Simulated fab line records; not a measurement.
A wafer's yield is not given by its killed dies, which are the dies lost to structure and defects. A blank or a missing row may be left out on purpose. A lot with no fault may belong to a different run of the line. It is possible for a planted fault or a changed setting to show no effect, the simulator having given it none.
fab line records	flow n5_finfet
record: lots: 9	wafers: 27	last_day: 17
route steps=1938 shown ZERO_LAYER@4 WELL_APT@24 BEOL_M4@1111 PASSIVATION@1936
lots that met no fault: from a run of the same line without faults
start_h: the number of hours between the record's first day and the start of the first shown wafer of the lot	wait_h: hours from the lot's prior step to this one	" identical to the entry in the row above	L1.1+2: one row covering several wafers at once	- no value present, or no start provided	* or withheld: withheld	< > ~ a bound
route shown NAME@n: names a module that has steps shown in the file, with the first one's number in the route	usual: mean and standard deviation over wafers with no fault	same: alike in all rows	chamber/n: place in a boat	sites: per-site readings	_std_site: the standard deviation of these	_edge_site: outer sites' mean less inner sites'	radius_mm: how far each site lies from the wafer's centre	mask NAME#n: copy n	behind: the tool/chamber that last shaped the wafer	hold: why the lot was held/for how many hours/how that ended	device: names the non-switching transistor (n, p or np)	end of line: tests run on the same wafers once the route is complete	a step given without rows: its recipe and nothing more	killed: dies that structure and defects cost at the first sort, which is not the same as the wafer's yield	map: dies across one wafer; x = killed, . = not, _ = none there
set.NAME: the run value of the setting; set.NAME@STEP: its run value at that earlier step	model.NAME: the simulator's own value behind a step, which no gauge read
route steps across a sampled set of lots; one table per step, one row per wafer
services: a tool's chamber out of use, with start hour (start_h, from the record's first day; less than 0 if before it), hours out, and reason
== steps ==
step: N5_ZERO_LAYER_PECVD_02
recipe: material: SiO2	target_thk_a: 100	temp_c: 400	precursor: SiH4/N2O	pressure_torr: 0.75	rf_w: 275	time_s: 6
usual: chamber_pressure_Torr: 0.7500/0.0017	heater_power_w: 814/100	showerhead_plenum_p_Torr: 8.20/0.11
lot.wafer	tool	chamber	start_h	wait_h	chamber_pressure_Torr	heater_power_w	showerhead_plenum_p_Torr
L225.2	pecvd-04	1	30.30	0.0	0.7502	918	8.24
L225.4	"	2	"	"	0.7482	790	8.03
L225.5	"	1	"	"	0.7486	917	8.27
L231.2	pecvd-02	0	66.30	0.0	0.7489	782	8.28
L231.3	"	1	"	"	0.7472	729	8.12
L231.6	"	1	"	"	0.7498	714	8.14
L236.1	pecvd-02	1	96.28	0.0	0.7494	794	8.15
L236.4	"	0	"	"	0.7503	788	8.29
L236.6	"	1	"	"	0.7491	783	8.13
L240.3	pecvd-04	0	120.29	0.0	0.7494	818	8.39
L240.5	"	0	"	"	0.7475	872	8.37
L240.6	"	1	"	"	0.7495	988	8.26
L241.2	pecvd-04	0	126.30	0.0	0.7476	759	8.38
L241.4	"	1	"	"	0.7507	1001	8.23
L241.6	"	0	"	"	0.7491	758	8.38
L242.1	pecvd-03	1	132.31	0.0	0.7517	784	8.16
L242.5	"	2	"	"	0.7551	615	8.09
L242.6	"	0	"	"	0.7468	692	8.19
L243.2	pecvd-02	2	138.32	0.0	0.7499	756	8.23
L243.4	"	1	"	"	0.7523	778	8.13
L243.6	"	2	"	"	0.7521	747	8.23
L244.1	pecvd-03	1	144.28	0.0	0.7477	700	8.15
L244.2	"	2	"	"	0.7497	742	8.09
L244.6	"	1	"	"	0.7499	705	8.15
L245.2	pecvd-04	2	150.28	0.0	0.7499	883	8.03
L245.3	"	1	"	"	0.7493	899	8.28
L245.5	"	1	"	"	0.7484	891	8.26
step: N5_ZERO_LAYER_DESCUM_16
recipe: chemistry: O2	time_s: 7.9	source_power_w: 50	bias_power_w: 20	pressure_mtorr: 20	rf_frequency_hz: 2.712e+07	temp_c: 40	o2_flow_sccm: 225
usual: drypump_motor_current_A: 5.9/0.43	o2_flow_sccm: 224.9/0.66	oes_product_au: 0.78/0.082	rf_vpp_V: 243.4/1.6	showerhead_plenum_p_Torr: 2.11/0.086	throttle_valve_pct: 20.44/0.25
lot.wafer	tool	chamber	start_h	wait_h	drypump_motor_current_A	o2_flow_sccm	oes_product_au	rf_hours_counter_h	rf_vpp_V	showerhead_plenum_p_Torr	throttle_valve_pct
L225.2	rie_diel-02	0	30.70	0.0	6.0	225.7	0.91	25	245.1	2.23	20.04
L225.4	"	0	"	"	6.0	225.8	0.90	-	243.8	2.23	20.04
L225.5	"	2	"	"	6.2	226.6	0.78	-	241.4	2.00	20.66
L231.2	rie_diel-03	1	66.82	0.0	5.9	224.9	0.78	125	244.8	2.19	20.58
L231.3	"	2	"	"	5.3	225.5	0.80	107	242.7	2.02	20.45
L231.6	"	1	"	"	5.9	225.0	0.77	-	245.7	2.19	20.58
L236.1	rie_diel-06	2	98.08	1.3	5.2	225.9	0.94	14	244.3	2.15	20.35
L236.4	"	3	"	"	5.8	223.9	0.86	-	244.1	2.22	20.14
L236.6	"	0	"	"	5.9	224.3	0.68	-	243.1	2.07	20.56
L240.3	rie_diel-02	2	120.81	0.0	6.2	224.6	0.76	167	241.7	2.00	20.71
L240.5	"	2	"	"	6.2	225.5	0.76	-	242.9	2.00	20.70
L240.6	"	3	"	"	5.6	225.1	0.67	-	240.2	1.98	20.63
L241.2	rie_diel-03	1	127.66	0.9	5.9	225.7	0.75	145	244.1	2.19	20.61
L241.4	"	3	"	"	5.4	224.4	0.68	233	241.8	2.06	20.74
L241.6	"	1	"	"	5.9	225.7	0.75	-	245.7	2.19	20.63
L242.1	rie_diel-03	0	132.83	0.0	6.7	224.2	0.94	4	243.2	2.05	20.29
L242.5	"	1	"	"	5.9	224.2	0.75	-	243.5	2.19	20.61
L242.6	"	2	"	"	5.3	224.3	0.77	-	242.5	2.02	20.49
L243.2	rie_diel-03	3	138.92	0.1	5.3	224.9	0.68	236	242.3	2.06	20.74
L243.4	"	1	"	"	5.9	225.1	0.75	149	245.3	2.18	20.63
L243.6	"	3	"	"	5.3	224.8	0.68	-	241.5	2.06	20.76
L244.1	rie_diel-06	3	144.80	0.0	5.8	225.3	0.84	76	244.8	2.21	20.16
L244.2	"	2	"	"	5.2	224.9	0.89	33	242.9	2.14	20.37
L244.6	"	2	"	"	5.2	226.1	0.89	-	242.8	2.14	20.37
L245.2	rie_diel-02	2	150.69	0.0	6.2	225.3	0.75	178	241.4	1.99	20.75
L245.3	"	1	"	"	6.2	224.6	0.76	140	244.4	2.18	20.09
L245.5	"	0	"	"	6.1	225.0	0.85	-	245.4	2.21	20.10
step: N5_WELL_APT_EXPOSE_05
recipe: mask_id: NWELL	na: 0.8	source_shape: conventional	sigma_outer: 0.8	polarization: unpolarized	defocus_nm: 0	target_cd_nm: 200	dose_mj: 20.3
lot.wafer	tool	chamber	start_h	wait_h	mask
L225.2+4+5	krf_scanner-01	0	31.56	-	NWELL#0
L231.2+3+6	krf_scanner-02	0	67.53	-	NWELL#0
L236.1+4+6	krf_scanner-02	0	98.91	-	NWELL#0
L240.3+5+6	krf_scanner-02	0	121.54	-	NWELL#0
L241.2+4+6	krf_scanner-02	0	128.39	-	NWELL#0
L242.1+5+6	krf_scanner-02	0	133.57	-	NWELL#0
L243.2+4+6	krf_scanner-01	0	139.78	-	NWELL#0
L244.1+2+6	krf_scanner-02	0	145.64	-	NWELL#0
L245.2+3+5	krf_scanner-01	0	151.53	-	NWELL#0
step: N5_WELL_APT_CD_MEAS_08
recipe: target_cd_nm: 200	landing_energy_ev: 500	detector: se_inlens
usual: cd_nm: 200.6/1.1
same: landing_energy_ev: 500
lot.wafer	tool	chamber	start_h	wait_h	cd_nm
L225.2	cd_sem-01	0	31.73	-	202.6
L225.4	"	0	"	"	202.7
L225.5	"	0	"	"	201.9
L231.2	cd_sem-02	0	67.70	-	203.4
L231.3	"	0	"	"	200.5
L231.6	"	0	"	"	200.7
L236.1	cd_sem-03	0	99.08	-	201.4
L236.4	"	0	"	"	201.2
L236.6	"	0	"	"	200.9
L240.3	cd_sem-03	0	121.70	-	200.9
L240.5	"	0	"	"	199.1
L240.6	"	0	"	"	200.5
L241.2	cd_sem-03	0	128.56	-	200.4
L241.4	"	0	"	"	199.3
L241.6	"	0	"	"	200.9
L242.1	cd_sem-01	0	133.74	-	199.8
L242.5	"	0	"	"	200.6
L242.6	"	0	"	"	200.7
L243.2	cd_sem-02	0	139.95	-	201.9
L243.4	"	0	"	"	201.8
L243.6	"	0	"	"	202.8
L244.1	cd_sem-01	0	145.81	-	201.5
L244.2	"	0	"	"	200.4
L244.6	"	0	"	"	199.8
L245.2	cd_sem-02	0	151.69	-	201.5
L245.3	"	0	"	"	202.5
L245.5	"	0	"	"	201.8
step: N5_WELL_APT_OVL_MEAS_09
recipe: points_per_wafer: 44
usual: NWELL_OVL: -3/6.5
same: points_per_wafer: 44
lot.wafer	tool	chamber	start_h	wait_h	NWELL_OVL[nm]
L225.2	overlay-02	0	31.76	0.0	-10
L225.4	"	0	"	"	-9
L225.5	"	0	"	"	-18
L231.2	overlay-02	0	67.73	0.0	1
L231.3	"	0	"	"	-3
L231.6	"	0	"	"	-6
L236.1	overlay-01	0	99.11	0.0	-3
L236.4	"	0	"	"	2
L236.6	"	0	"	"	1
L240.3	overlay-02	0	121.73	0.0	-1
L240.5	"	0	"	"	0
L240.6	"	0	"	"	-1
L241.2	overlay-01	0	128.59	0.0	58
L241.4	"	0	"	"	56
L241.6	"	0	"	"	54
L242.1	overlay-01	0	133.77	0.0	53
L242.5	"	0	"	"	50
L242.6	"	0	"	"	42
L243.2	overlay-01	0	139.98	0.0	-6
L243.4	"	0	"	"	-3
L243.6	"	0	"	"	0
L244.1	overlay-01	0	145.84	0.0	53
L244.2	"	0	"	"	44
L244.6	"	0	"	"	46
L245.2	overlay-02	0	151.72	0.0	-9
L245.3	"	0	"	"	-6
L245.5	"	0	"	"	-4
step: N5_BEOL_M4_RC_MEAS_101
usual: DIBL_N: 36.3/1.2	DIBL_P: 36.1/1.6	IOFF_N: 0.161/0.023	IOFF_P: 0.209/0.027	ION_N: 676/8.9	ION_P: 462/5.3	SS_N: 71.5/0.51	SS_P: 73.2/0.5	VT_N: 249.1/2.5	VT_P: -249.9/2.8
lot.wafer	tool	chamber	start_h	wait_h	DIBL_N[mV/V]	DIBL_P[mV/V]	IOFF_N[nA/um]	IOFF_P[nA/um]	ION_N[uA/um]	ION_P[uA/um]	SS_N[mV/dec]	SS_P[mV/dec]	VT_N[mV]	VT_P[mV]
L225.2	prober-02	0	182.19	0.2	35.7	34.7	0.146	0.190	672	463	71.5	72.8	252.3	-249.1
L225.4	"	0	"	"	34.9	33.4	0.125	0.172	666	457	70.9	72.9	252.6	-253.1
L225.5	"	0	"	"	34.4	33.8	0.125	0.180	667	464	71.1	72.9	252.0	-251.7
L231.2	prober-01	0	212.82	0.3	33.8	34.7	0.146	0.179	678	463	72.2	72.4	247.6	-253.7
L231.3	"	0	"	"	35.2	36.6	0.172	0.209	687	463	71.7	73.4	244.4	-249.4
L231.6	"	0	"	"	34.6	35.9	0.155	0.190	675	458	71.3	72.8	248.9	-251.1
L236.1	prober-02	0	255.24	0.0	36.4	35.7	0.165	0.181	666	457	72.0	73.6	247.4	-253.8
L236.4	"	0	"	"	37.0	36.8	0.178	0.193	674	456	71.8	74.2	249.3	-253.1
L236.6	"	0	"	"	35.9	36.1	0.161	0.187	671	455	70.9	73.5	249.5	-253.2
L240.3	prober-02	0	275.00	0.3	38.6	37.3	0.201	0.248	679	465	72.6	73.9	247.0	-248.7
L240.5	"	0	"	"	36.7	34.8	0.159	0.206	669	455	71.6	73.2	250.7	-250.7
L240.6	"	0	"	"	37.9	36.1	0.188	0.235	688	474	71.8	73.5	248.7	-246.2
L242.1	prober-02	0	278.72	0.0	36.8	37.2	0.177	0.220	679	460	72.2	73.3	249.4	-250.5
L242.5	"	0	"	"	38.2	37.8	0.200	0.232	688	462	71.8	73.2	247.3	-247.2
L242.6	"	0	"	"	37.9	37.5	0.186	0.225	680	467	72.0	72.1	247.4	-249.5
L241.2	prober-01	0	278.76	0.2	36.1	35.0	0.166	0.211	678	459	71.1	72.2	248.8	-248.8
L241.4	"	0	"	"	35.7	34.4	0.149	0.200	675	460	71.5	72.8	249.9	-248.3
L241.6	"	0	"	"	36.0	35.0	0.155	0.201	680	468	71.2	72.9	250.0	-248.5
L243.2	prober-02	0	284.75	0.2	34.3	35.7	0.117	0.192	663	461	71.9	72.9	254.1	-252.3
L243.4	"	0	"	"	35.8	36.9	0.135	0.214	666	463	71.0	73.7	254.6	-249.9
L243.6	"	0	"	"	36.0	37.6	0.138	0.222	673	467	71.6	73.1	254.9	-250.0
L244.1	prober-01	0	294.29	0.0	35.6	36.5	0.161	0.215	666	461	71.9	73.0	249.0	-250.2
L244.2	"	0	"	"	36.1	37.8	0.182	0.238	681	461	71.8	73.9	246.7	-247.1
L244.6	"	0	"	"	36.0	37.2	0.166	0.222	677	462	72.7	73.7	248.1	-251.9
L245.2	prober-01	0	310.37	0.2	37.1	36.4	0.166	0.217	679	465	71.8	73.3	250.1	-246.2
L245.3	"	0	"	"	36.0	35.6	0.143	0.202	674	463	71.9	73.1	250.6	-248.4
L245.5	"	0	"	"	35.0	34.3	0.132	0.178	662	457	71.6	73.4	251.1	-248.6
step: N5_PASSIVATION_PROBE_49
usual: defect_limited_yield: 91.3/1.5	killed_at_M0_to_M3: 35/10	killed_at_M4_up: 13/5.3	killed_at_contacts: 12/5.7	killed_at_front_end: 39/11	killed_at_other: 3.3/2.7	killed_dies: 102/18	killed_open: 67/13	killed_short: 34/7.8	sort_bin_5_function: 5.1/1	sort_bin_6_memory: 3.3/0.68	sort_n_pass: 1078/18	sort_yield_pct: 91.3/1.5
same: gross_dies: 1180	killed_at_back_side: 0	sort_bin_4_leakage[%]: 0	sort_bin_8_speed[%]: 0
lot.wafer	tool	chamber	start_h	wait_h	defect_limited_yield[%]	killed_at_M0_to_M3	killed_at_M4_up	killed_at_contacts	killed_at_front_end	killed_at_other	killed_dies	killed_open	killed_short	sort_bin_5_function[%]	sort_bin_6_memory[%]	sort_n_pass	sort_yield_pct[%]
L236.1	prober-02	-	358.78	0.3	92.7	36	14	7	26	3	86	52	34	5.5	1.7	1094	92.7
L236.4	prober-02	-	358.93	0.5	90.3	30	17	21	43	3	114	61	53	5.3	3.8	1066	90.3
L236.6	prober-02	-	359.03	0.6	92.0	39	15	10	26	4	94	60	34	4.9	2.5	1086	92.0
L240.3	prober-01	-	372.94	0.1	93.0	24	12	19	26	2	83	55	27	3.9	3.0	1097	93.0
L240.5	prober-01	-	373.04	0.2	91.4	29	17	18	37	1	102	64	37	4.9	3.6	1078	91.4
L240.6	prober-01	-	373.09	0.3	91.5	40	12	5	35	8	100	47	52	5.5	2.6	1080	91.5
L242.1	prober-01	-	375.52	0.0	90.4	39	20	5	47	2	113	81	32	6.1	3.2	1067	90.4
L242.5	prober-01	-	375.72	0.2	91.4	36	19	7	39	1	102	64	37	5.7	2.9	1078	91.4
L242.6	prober-01	-	375.77	0.3	91.9	31	18	7	37	2	95	60	35	4.5	3.4	1085	91.9
killed by level:class
L236.1 FIN_SAQP:geometric_particle:short=9 BEOL_M0:geometric_particle:open=9 BEOL_M0_SAQP:geometric_particle:open=6 MOL_CONTACT_COAG:geometric_particle:open=5 BEOL_M0_SAQP:geometric_particle:short=5 BEOL_M4:geometric_particle:open=5 BEOL_M1:geometric_particle:short=4 GATE_CUT:geometric_particle:open=3
L236.4 MOL_CONTACT_COAG:geometric_particle:open=16 FIN_SAQP:geometric_particle:short=10 BEOL_M4:geometric_particle:open=9 STI_FIN_REVEAL:geometric_particle:open=8 GATE_CUT:geometric_particle:short=8 BEOL_M0:geometric_particle:open=6 FIN_SAQP:geometric_particle:open=5 MOL_CONTACT_COAG:geometric_particle:short=5
L236.6 BEOL_M4:geometric_particle:open=13 BEOL_M0_SAQP:geometric_particle:open=13 BEOL_M0_SAQP:geometric_particle:short=12 MOL_CONTACT_COAG:geometric_particle:open=9 FIN_SAQP:geometric_particle:short=6 FIN_SAQP:geometric_particle:open=5 BEOL_M1:geometric_particle:open=5 GATE_CUT:geometric_particle:short=3
L240.3 MOL_CONTACT_COAG:geometric_particle:open=13 BEOL_M3:geometric_particle:open=12 BEOL_M0_SAQP:geometric_particle:open=7 STI_FIN_REVEAL:geometric_particle:open=6 GATE_CUT:geometric_particle:short=5 MOL_CONTACT_COAG:geometric_particle:short=5 BEOL_M4:geometric_particle:open=5 FIN_SAQP:geometric_particle:short=3
L240.5 MOL_CONTACT_COAG:geometric_particle:open=11 STI_FIN_REVEAL:geometric_particle:open=9 BEOL_M4:geometric_particle:open=9 MOL_CONTACT_COAG:geometric_particle:short=7 FIN_SAQP:geometric_particle:short=6 FIN_SAQP:geometric_particle:open=5 BEOL_M0_SAQP:geometric_particle:open=5 BEOL_M0_SAQP:geometric_particle:short=5
L240.6 BEOL_M0_SAQP:geometric_particle:short=16 BEOL_M0_SAQP:geometric_particle:open=14 FIN_SAQP:geometric_particle:short=10 FIN_SAQP:geometric_particle:open=6 BEOL_M4:geometric_particle:open=5 STI_FIN_REVEAL:geometric_particle:open=4 GATE_CUT:geometric_particle:short=4 MOL_CONTACT_COAG:geometric_particle:open=4
L242.1 FIN_SAQP:geometric_particle:open=11 FIN_SAQP:geometric_particle:short=11 BEOL_M2:geometric_particle:open=9 STI_FIN_REVEAL:geometric_particle:open=8 BEOL_M0_SAQP:geometric_particle:open=8 BEOL_M4:geometric_particle:open=8 BEOL_M1:geometric_particle:open=7 BEOL_M0_SAQP:geometric_particle:short=7
L242.5 FIN_SAQP:geometric_particle:short=12 BEOL_M0_SAQP:geometric_particle:open=11 BEOL_M1:geometric_particle:open=8 BEOL_M4:geometric_particle:open=8 FIN_SAQP:geometric_particle:open=7 MOL_CONTACT_COAG:geometric_particle:open=7 BEOL_M0_SAQP:geometric_particle:short=7 BEOL_M5:geometric_particle:open=5
L242.6 GATE_CUT:geometric_particle:short=7 MOL_CONTACT_COAG:geometric_particle:open=7 BEOL_M4:geometric_particle:open=7 BEOL_M2:geometric_particle:open=7 BEOL_M0_SAQP:geometric_particle:open=6 BEOL_M3:geometric_particle:open=6 FIN_SAQP:geometric_particle:short=5 FIN_SAQP:geometric_particle:open=4
== services ==
tool	chamber	start_h	hours	kind
pecvd-02	2	21.12	-	clean
pecvd-02	2	21.12	-	consumable_replace:showerhead
rie_diel-02	3	21.33	9.5	repair
krf_scanner-01	-	21.98	4.0	pm
rie_diel-03	-	29.48	0.5	repair
krf_scanner-02	0	35.37	-	calibration
krf_scanner-01	-	36.10	1.3	pm
pecvd-04	1	45.63	2.1	scheduled_down
pecvd-02	0	49.39	13.0	repair
krf_scanner-01	-	67.28	1.6	repair
krf_scanner-01	-	82.07	0.5	repair
rie_diel-02	-	83.82	14.6	pm
krf_scanner-02	-	84.69	0.2	repair
rie_diel-06	0	88.86	4.1	repair
krf_scanner-02	-	94.08	1.0	repair
rie_diel-03	0	98.81	-	clean
rie_diel-03	0	98.81	-	consumable_replace:focus_ring
rie_diel-03	0	98.81	21.2	scheduled_down
rie_diel-03	0	98.81	21.2	vent_cycle
krf_scanner-02	-	100.30	1.3	pm
rie_diel-02	1	113.73	15.6	repair
krf_scanner-01	-	115.44	0.8	pm
rie_diel-06	2	117.42	1.2	repair
krf_scanner-02	-	137.53	0.8	pm
== key ==
first_sign: step: N5_WELL_APT_OVL_MEAS_09	reading: NWELL_OVL	direction: up	sigmas: 8.2	usual: -3	struck: 51
effect none on later readings
met_at N5_WELL_APT_EXPOSE_05
struck_lots L241,L242,L244
not_acting_at N5_ZERO_LAYER_PECVD_02,N5_ZERO_LAYER_DESCUM_16,N5_WELL_APT_CD_MEAS_08
onset_between 121.54 128.39
fault: kind: scanner_matching_overlay	tool: krf_scanner-02	chamber: -	onset_h: 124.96	steps: N5_WELL_APT_EXPOSE_05	offset: 52.234
